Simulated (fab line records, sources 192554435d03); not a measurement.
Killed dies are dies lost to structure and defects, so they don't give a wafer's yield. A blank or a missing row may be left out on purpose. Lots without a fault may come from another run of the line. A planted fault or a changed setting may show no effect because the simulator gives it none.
A struck lot beside a sound one | flow n5_finfet | 35 steps out of a route of 1938
Sound: wafers L319.3, L319.5, L319.6. Struck: wafer L314.3. (L314.1 of the same lot was not struck and is left out.) The cause comes at the end.
At each step with rows: each side's tool, then ch and its chambers, then its first start. Under that, the readings that differ: sound wafers | struck wafers | difference of the means | sigmas: that difference in standard deviations of wafers without a fault.
alike: readings whose means differ by less than 2 such deviations, and words and numbers that are the same on both sides. not compared: withheld readings, readings that some wafer has no value for, bounds like >300 that may hide the same value, and numbers for which the record gives no deviation and whose values overlap.
The two part at a step that has a row with sigmas, a row that says differs or no value, or rows on one side only. Numbers that don't overlap but have no deviation are shown without sigmas and don't part them. A reading that every wafer of one side lacks parts them only if that side has two wafers or more.

first, 7 steps without rows for these wafers: N5_SD_ACTIVATION_RTA_00 (time 0 s); N5_SD_ACTIVATION_LSA_01 (time 0.0008 s); N5_ILD0_LINER_00 (material SiNx, target thk 4 nm, pulse time 1 s, purge time 2 s); N5_ILD0_FCVD_FILL_01 (material SiO2 flowable, target thk 200 nm, time 328.3 s); N5_ILD0_CURE_02 (time 1800 s); N5_ILD0_CMP_03 (polishes, stops on SiNx, t overpolish 1.9 s, target thk 197.38 nm); N5_ILD0_CMP_07 (polishes SiO2 flowable, stops on poly-Si, t overpolish 1.18 s, target thk 138.88 nm).
N5_ILD0_PRECLEAN_10: cleans in NF3:NH3, afs cycles 5, time 20 s, sublimation time 60 s.
  sound on remote_plasma-01 ch 1, day 9 11:20; struck on remote_plasma-02 ch 0, day 7 23:29
  reading                                              | sound             | struck | difference | sigmas
  time_s (s)                                           | 20 20 20          | 22.945 | +2.945     |
  model.SiO2_flowable_of_ILD0_FCVD_FILL_01.thk_nm (nm) | 121.8 120.4 117.8 | 117.4  | -2.6       |
then, 24 steps without rows for these wafers: N5_ILD0_ALD_15 (deposits SiNx, target thk 24 nm, pulse time 1 s, ald cycles 480); N5_ILD0_CMP_12 (polishes SiNx, stops on poly-Si, t overpolish 6 s, target thk 17.67 nm); N5_SDB_HM_DEP_00 (deposits SiNx from SiH4/NH3/N2, target thk 40 nm, time 35.3 s); N5_SDB_COAT_03 (time 60 s, resist thk 100 nm); N5_SDB_COAT_04 (time 60 s, resist thk 18 nm); N5_SDB_COAT_05 (resist thk 90 nm); N5_SDB_EBR_07; N5_SDB_SOFTBAKE_06 (time 60 s); N5_SDB_EXPOSE_08 (exposes mask SDB); N5_SDB_PEB_09 (peb time 60 s); N5_SDB_DEVELOP_10 (develop time 30 s); N5_SDB_DESCUM_16 (chemistry O2, time 7.9 s); N5_SDB_ETCH_17 (etches SiARC in CF4, target depth 23.4 nm, time 39 s); N5_SDB_ETCH_18 (etches SOC in N2/H2, target depth 100 nm, overetch 20 nm, time 150 s); N5_SDB_STRIP_19 (strips in N2/H2); N5_SDB_STRIP_21 (strips in CF4); N5_SDB_HM_OPEN_20 (chemistry CH3F/O2, target SiNx, stops on poly-Si, target depth 24 nm); N5_SDB_STRIP_22 (strips in N2/H2); N5_SDB_PRECLEAN_23 (cleans in dHF, time 30 s); N5_SDB_DUMMY_REMOVE_24 (chemistry TMAH, target poly-Si, stops on SiO2, target depth 142 nm, time 57 s, rinse time 30 s); N5_SDB_ETCH_25 (etches SiO2 in C4F6/O2, target depth 10 nm, time 3.3 s); N5_SDB_CUT_ETCH_26 (etches Si in HBr/Cl2/O2, target depth 129.6 nm, bt time 20 s, time 51.8 s); N5_SDB_PRECLEAN_38 (cleans in dHF, time 10 s); N5_SDB_PRECLEAN_39 (cleans in O3/DIW, time 45 s).
N5_MOL_CONTACT_COAG_WET_ETCH_116: etches the open film in SC1-inhibited, target depth 4.6 nm, rinse time 30 s.
  sound on wet_bench-01 ch 5,6,7, day 10 18:38; struck on wet_bench-01 ch 5, day 9 07:36
  reading                                              | sound             | struck | difference | sigmas
  model.SiO2_flowable_of_ILD0_FCVD_FILL_01.thk_nm (nm) | 113.4 112.2 109.8 | 109.4  | -2.4       |
-- the record jumps here: 3 days lie between the struck wafers' starts before and after (it left off in module MOL_CONTACT_COAG and takes up again in module BEOL_M4, whose first step shown is number 1111 of the route) --
N5_BEOL_M4_RC_MEAS_101:
  sound on prober-02 ch 0, day 14 09:19; struck on prober-02 ch 0, day 12 07:26
  alike: DIBL_N, DIBL_P, IOFF_N, IOFF_P, ION_N, ION_P, SS_N, SS_P, VT_N, VT_P
then, 1 step without rows for these wafers: N5_PASSIVATION_PROBE_49.

WHERE THEY PART
Nowhere in this record.

WHY: what the simulator had put in
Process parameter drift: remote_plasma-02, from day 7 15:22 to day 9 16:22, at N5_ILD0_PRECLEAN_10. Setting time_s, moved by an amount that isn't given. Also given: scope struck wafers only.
